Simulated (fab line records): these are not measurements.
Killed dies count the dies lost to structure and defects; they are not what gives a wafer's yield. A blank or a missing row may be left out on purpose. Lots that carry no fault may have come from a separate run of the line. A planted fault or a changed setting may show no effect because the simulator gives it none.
Split-lot trial + flow n5Finfet + route with 1938 steps; 7 lots, 39 wafers read

ABOUT THE SPLIT
At N5_HKMG_FIN_HK_ALD_01 (deposits HfO2, target thk 1.6 nm, pulse time 3 s, purge time 3 s), the setting aldCycles was moved away from the recipe's 30 on 18 of the 39 wafers read, by -46.7% to +43.3%. All remaining wafers had this setting at the recipe value.

FROM THE SPLIT TO THE READING: what the file shows between them, 4 steps
- N5_HKMG_FIN_HK_ANNEAL_02: time 30 s
- N5_HKMG_FIN_ALD_74: deposits La2O3, target thk 0.5 nm, pulse time 6 s, co reactant pulse time 1 s
- N5_HKMG_FIN_WET_ETCH_82: etches La2O3 in dHCl, stops on HfO2, target depth 2 nm, rinse time 30 s
- N5_HKMG_FIN_ALD_36: deposits TiN, target thk 1 nm, pulse time 1 s, purge time 3 s

THE READING
HK_THK, in nm, at N5_HKMG_FIN_THK_MEAS_70 (measures by xrf). Typical for fault-free wafers on this fab line: 1.580 nm, with standard deviation 0.02 nm.

| wafer  | tool, chamber at the split | aldCycles as run | against the recipe | HK_THK, nm | against lot-mates on the recipe |
|--------|----------------------------|------------------|--------------------|------------|---------------------------------|
| L075.1 | aldHk-01, 2,3,1            | 19               | -36.7%             | 0.976      | -0.608                          |
| L075.2 | aldHk-01, 2,3,1            | 19               | -36.7%             | 1.007      | -0.577                          |
| L075.3 | aldHk-01, 2,3,1            | 19               | -36.7%             | 1.005      | -0.579                          |
| L075.4 | aldHk-01, 0,3,2            | 30               | recipe             | 1.585      | -                               |
| L075.5 | aldHk-01, 0,3,2            | 30               | recipe             | 1.592      | -                               |
| L075.6 | aldHk-01, 0,3,2            | 30               | recipe             | 1.574      | -                               |
| L081.1 | aldHk-01, 0,3,1            | 30               | recipe             | 1.531      | -                               |
| L081.2 | aldHk-01, 0,3,1            | 30               | recipe             | 1.596      | -                               |
| L081.3 | aldHk-01, 2,0,3            | 43               | +43.3%             | 2.248      | +0.686                          |
| L081.4 | aldHk-01, 0,3,1            | 30               | recipe             | 1.560      | -                               |
| L081.5 | aldHk-01, 2,0,3            | 43               | +43.3%             | 2.268      | +0.706                          |
| L081.6 | aldHk-01, 2,0,3            | 43               | +43.3%             | 2.295      | +0.733                          |
| L083.1 | aldHk-01, 1,0,3            | 21               | -30.0%             | 1.115      | -0.473                          |
| L083.2 | aldHk-01, 1,0,3            | 21               | -30.0%             | 1.114      | -0.474                          |
| L083.3 | aldHk-01, 2,3,0            | 30               | recipe             | 1.585      | -                               |
| L083.4 | aldHk-01, 2,3,0            | 30               | recipe             | 1.595      | -                               |
| L083.5 | aldHk-01, 2,3,0            | 30               | recipe             | 1.584      | -                               |
| L083.6 | aldHk-01, 1,0,3            | 21               | -30.0%             | 1.111      | -0.477                          |
| L084.1 | aldHk-02, 0,1,2            | 30               | recipe             | 1.578      | -                               |
| L084.2 | aldHk-02, 0,1,2            | 30               | recipe             | 1.561      | -                               |
| L084.3 | aldHk-02, 0,1,2            | 30               | recipe             | 1.573      | -                               |
| L084.4 | aldHk-02, 3,1,0            | 43               | +43.3%             | 2.261      | +0.690                          |
| L084.5 | aldHk-02, 3,1,0            | 43               | +43.3%             | 2.266      | +0.695                          |
| L084.6 | aldHk-02, 3,1,0            | 43               | +43.3%             | 2.268      | +0.697                          |
| L086.1 | aldHk-01, 2,3,1            | 17               | -43.3%             | 0.884      | -0.716                          |
| L086.2 | aldHk-01, 2,3,1            | 17               | -43.3%             | 0.900      | -0.700                          |
| L086.3 | aldHk-01, 0,1,2            | 30               | recipe             | 1.574      | -                               |
| L086.4 | aldHk-01, 0,1,2            | 30               | recipe             | 1.601      | -                               |
| L086.5 | aldHk-01, 2,3,1            | 17               | -43.3%             | 0.901      | -0.699                          |
| L086.6 | aldHk-01, 0,1,2            | 30               | recipe             | 1.625      | -                               |
| L089.1 | aldHk-02, 3,0,0            | 16               | -46.7%             | 0.836      | -0.738                          |
| L089.2 | aldHk-02, 1,2,1            | 30               | recipe             | 1.573      | -                               |
| L089.3 | aldHk-02, 1,2,1            | 30               | recipe             | 1.581      | -                               |
| L089.4 | aldHk-02, 3,0,0            | 16               | -46.7%             | 0.832      | -0.742                          |
| L089.5 | aldHk-02, 1,2,1            | 30               | recipe             | 1.568      | -                               |
| L089.6 | aldHk-02, 3,0,0            | 16               | -46.7%             | 0.835      | -0.739                          |
| L093.3 | aldHk-02, 3,0,3            | 30               | recipe             | 1.576      | -                               |
| L093.5 | aldHk-02, 3,0,3            | 30               | recipe             | 1.563      | -                               |
| L093.6 | aldHk-02, 3,0,3            | 30               | recipe             | 1.580      | -                               |
If several chambers appear in one row, that row covers several wafers at once and the file leaves open which wafer was in which chamber.

FIT RESULTS
A straight line over all 39 wafers: HK_THK changes by +0.0159 nm for each +1% of aldCycles; r = +1.00; the points scatter about the line by 0.016 nm.
The same after taking each lot's own level away (the mean of its wafers on the recipe; 39 wafers): +0.0161 nm for each +1%; r = +1.00; scatter 0.014 nm.
The reading moves by 0.75 nm for the largest change in aldCycles, on that fit.
The lots' own levels span 1.5623 to 1.6000 nm, that is 1.9 times the standard deviation above.
Hence the lot-to-lot level has little effect on the slope; both slopes agree.
Check: with one of the wafers moved furthest among these (-46.7%) left out of the fit, the line predicts -0.75 nm for it against its lot-mates. Against them it came out at -0.738 nm.

OTHER SPLITS APPLIED TO THESE WAFERS
Before the reading, these wafers also passed through other splits. Each is held against what the fit with the lots' levels taken away leaves over:
| other split on the same wafers   | wafers away from the commonest value | r with HK_THK (lot level and that fit taken away) |
|----------------------------------|--------------------------------------|---------------------------------------------------|
| N5_SD_EPI_N_ETCH_16 targetDepthA | 18                                   | +0.21                                             |

THE WHOLE CHAIN: every reading that the file lists as answering this split, in the file's order
| step                    | what it does                                                     | reading                                                                           | change (the file's fit)                | r (the file's) |
|-------------------------|------------------------------------------------------------------|-----------------------------------------------------------------------------------|----------------------------------------|----------------|
| N5_HKMG_FIN_HK_ALD_01   | deposits HfO2, target thk 1.6 nm, pulse time 3 s, purge time 3 s | HfO2_of_HKMG_FIN_HK_ALD_01.thkNm (the simulator's own value, which no gauge read) | +0.0149 nm for each +1% of the setting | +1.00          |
| N5_HKMG_FIN_THK_MEAS_70 | measures by xrf                                                  | HK_THK                                                                            | +0.0161 for each +1% of the setting    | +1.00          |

FILE'S OWN FIT
HK_THK changes by +0.0161 nm for each +1% of aldCycles, r = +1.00.
